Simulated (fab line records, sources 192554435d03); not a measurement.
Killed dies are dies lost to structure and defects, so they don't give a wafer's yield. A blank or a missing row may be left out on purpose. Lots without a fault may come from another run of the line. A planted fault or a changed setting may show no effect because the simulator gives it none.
Which tool did it? | flow n5_finfet | 10 lots, 28 wafers sampled, at 4 steps of a route of 1938

WHAT THE GAUGES READ, wafer by wafer
N5_BEOL_M2_CD_MEAS_35: target cd 18 nm, target cd y 22.2 nm.
lot  | measured     | on        | cd_nm (nm)
L607 | day 7 21:45  | cd_sem-02 | 18.3 18.3 18.6
L610 | day 8 06:34  | cd_sem-01 | 18.5 18.2 18.4
L612 | day 8 07:38  | cd_sem-02 | 17.8 17.7 18.2
L614 | day 8 10:15  | cd_sem-02 | 18.4 18.2 18.4
L618 | day 9 23:08  | cd_sem-01 | 18.2 18.2 17.9
L619 | day 10 06:16 | cd_sem-03 | 18.1 18.2 17.6
L620 | day 10 22:21 | cd_sem-02 | 18.1 18.3 18.0
L624 | day 11 03:07 | cd_sem-01 | 17.9 18.3
L626 | day 11 12:59 | cd_sem-02 | 18.0 18.4 18.6
L629 | day 12 04:22 | cd_sem-02 | 18.2 18.3

WHICH TOOL RAN EACH LOT (tool, then ch and the chambers of the sampled wafers, then the start)
lot  | N5_BEOL_M2_ALD_98                 | N5_BEOL_M2_VIA_ETCH_34             | N5_BEOL_M2_TRENCH_ETCH_37
L607 | ald_sin-04 ch 0,2,3, day 7 19:08  | rie_diel-03 ch 0,1, day 7 21:20    | rie_diel-03 ch 0,1, day 7 21:26
L610 | ald_sin-01 ch 0,3, day 8 04:32    | rie_diel-03 ch 0,1,2, day 8 06:09  | rie_diel-03 ch 0,1,2, day 8 06:15
L612 | ald_sin-01 ch 2,3, day 8 05:10    | rie_diel-01 ch 0,1, day 8 07:14    | rie_diel-01 ch 0,1, day 8 07:20
L614 | ald_sin-02 ch 1,3, day 8 08:54    | rie_diel-03 ch 0,2,3, day 8 09:50  | rie_diel-03 ch 0,2,3, day 8 09:56
L618 | ald_sin-01 ch 0,1,3, day 9 21:56  | rie_diel-03 ch 0,2,3, day 9 22:44  | rie_diel-03 ch 0,2,3, day 9 22:50
L619 | ald_sin-01 ch 1,2,3, day 10 01:08 | rie_diel-03 ch 1,2, day 10 05:52   | rie_diel-03 ch 1,2, day 10 05:58
L620 | ald_sin-04 ch 0,1,2, day 10 21:20 | rie_diel-01 ch 0,1,2, day 10 21:56 | rie_diel-01 ch 0,1,2, day 10 22:02
L624 | ald_sin-04 ch 0,1, day 11 01:13   | rie_diel-06 ch 2,3, day 11 02:42   | rie_diel-06 ch 2,3, day 11 02:48
L626 | ald_sin-04 ch 0,2, day 11 12:03   | rie_diel-01 ch 0,2,3, day 11 12:34 | rie_diel-01 ch 0,2,3, day 11 12:40
L629 | ald_sin-04 ch 0,2, day 12 00:25   | rie_diel-01 ch 1,2, day 12 03:59   | rie_diel-01 ch 1,2, day 12 04:04
- N5_BEOL_M2_ALD_98: deposits SiO2, target thk 2.5 nm, pulse time 1 s, co reactant pulse time 1 s.
- N5_BEOL_M2_VIA_ETCH_34: etches the open film in C4F6/O2, target depth 69.4 nm, time 65.9 s.
- N5_BEOL_M2_TRENCH_ETCH_37: etches SiOC in C4F6/O2, target depth 55.555 nm, time 29.2 s.

THE ANSWER, worked out from the rows above alone
Rule: what is usual is taken from the lots themselves. Put in order of their means at a reading, lots are off if they are a third of the lots or fewer, leave a main group of 4 or more, and stand apart from it by a gap of 3 or more times the standard deviation of the main group's means; of several such gaps the widest counts. A main group whose means are all the same, to the digits that the tables above print for the reading, isn't used. A lot without any number at a reading at which 4 lots or more have one is off too. The other lots that the step has rows for count as sound.
No lot is off at any reading shown: from this, nothing can be told.

WHAT THE SIMULATOR HAD PUT IN
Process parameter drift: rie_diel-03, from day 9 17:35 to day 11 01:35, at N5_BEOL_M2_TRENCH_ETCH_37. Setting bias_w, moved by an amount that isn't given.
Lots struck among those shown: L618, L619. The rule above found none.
